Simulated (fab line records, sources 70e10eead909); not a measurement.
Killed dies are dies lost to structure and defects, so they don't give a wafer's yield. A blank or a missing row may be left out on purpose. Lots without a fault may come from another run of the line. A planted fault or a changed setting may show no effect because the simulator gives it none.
Problem report in the 8D (eight disciplines) form, filled by code | flow nand_harc | the parts of the form that need people (team, actions taken, sign-off) are left out

1. THE PROBLEM
killed_at_array at NHARC_END_SORT_01 reads a mean of 671 on 2 wafers of 2 lots; wafers without a fault read 27 with a standard deviation of 11. That is +59 standard deviations from the usual mean.
First seen on wafer L494.6, day 21 14:02, on prober-01. The record holds 5 wafers of 2 lots with a number at this step. Rule for "out", or "out of limits": more than 4 standard deviations from the usual mean. The other wafers with a number count as sound.

2. WHAT IT IS AND WHAT IT IS NOT
question                    | is                           | is not
which readings at this step | killed_at_array, killed_dies | killed_at_other, killed_at_periphery, killed_open, killed_short
which lots                  | L494, L500                   | -
which wafers of those lots  | L494.6, L500.6               | L494.4, L500.1, L500.3
read on which gauges        | prober-01                    | -
when                        | from day 21 14:02            | up to then (1 sound wafer); but 2 sound wafers of L500 came after

3. SUSPECTS, AND WHAT RULES EACH OUT
Counting: a tool at a process step up to the reading stays a suspect if it ran every lot that is out. Sound lots after the first of them don't rule it out here, since some wafers of a struck lot are sound.
- the gauge at NHARC_END_SORT_01: ruled out. All the wafers that are out were read on prober-01, but those of them that NHARC_A_CONTACT_ETCH_98 has rows for are out there too, on other tools.
- rie_diel-07 at NHARC_A_CONTACT_ETCH_92 (etches the open film in CH3F/O2, target depth 40 nm, time 85.7 s): kept. It ran every lot that is out, first L494 (day 19 07:34).
- rie_diel-07 at NHARC_A_CONTACT_ETCH_98 (etches the open film in C4F6/O2, target depth 20 nm, time 10 s): kept. It ran every lot that is out, first L494 (day 19 07:39). Its own readings are out on those wafers: oes_product_au.
Left after counting: rie_diel-07 at NHARC_A_CONTACT_ETCH_92, rie_diel-07 at NHARC_A_CONTACT_ETCH_98.

4. THE CAUSE (what the simulator had put in)
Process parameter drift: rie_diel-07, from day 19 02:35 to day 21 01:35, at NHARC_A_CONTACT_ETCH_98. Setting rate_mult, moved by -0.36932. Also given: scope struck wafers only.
Counting left 2 suspects, and this tool is among them.

5. THE CHAIN OF EFFECTS, in route order
Each row: a reading whose mean over the struck wafers that have a number lies more than 3 standard deviations from the usual. Only readings for which the record gives a usual standard deviation are gone through. hours: the time from each lot's start at the first step in this table that gives one to its start at this step, as a median over the lots. sigmas: the change in usual standard deviations.
hours | step                    | reading         | usual      | on struck wafers | change | sigmas
0     | NHARC_A_CONTACT_ETCH_98 | oes_product_au  | 0.958 a.u. | 0.732            | -0.226 | -11
64    | NHARC_END_SORT_01       | killed_at_array | 27         | 671              | +644   | +59
64    | NHARC_END_SORT_01       | killed_dies     | 30         | 671              | +641   | +58
The process steps in it:
- NHARC_A_CONTACT_ETCH_98: etches the open film in C4F6/O2, target depth 20 nm, time 10 s.

6. WHAT WOULD HAVE CAUGHT IT SOONER
In this record the first reading out of limits at a measuring or inspecting step was taken at day 21 14:02, 59 hours after the fault began at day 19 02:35.
The tool's own readings at NHARC_A_CONTACT_ETCH_98 were out on every struck wafer that the step has a row for (oes_product_au): an alarm limit on them would have fired on the first of those.
All the lots that are out (2) had begun NHARC_A_CONTACT_ETCH_98 on rie_diel-07 by day 21 14:02. A hold on the tool at that time would have spared none of them.
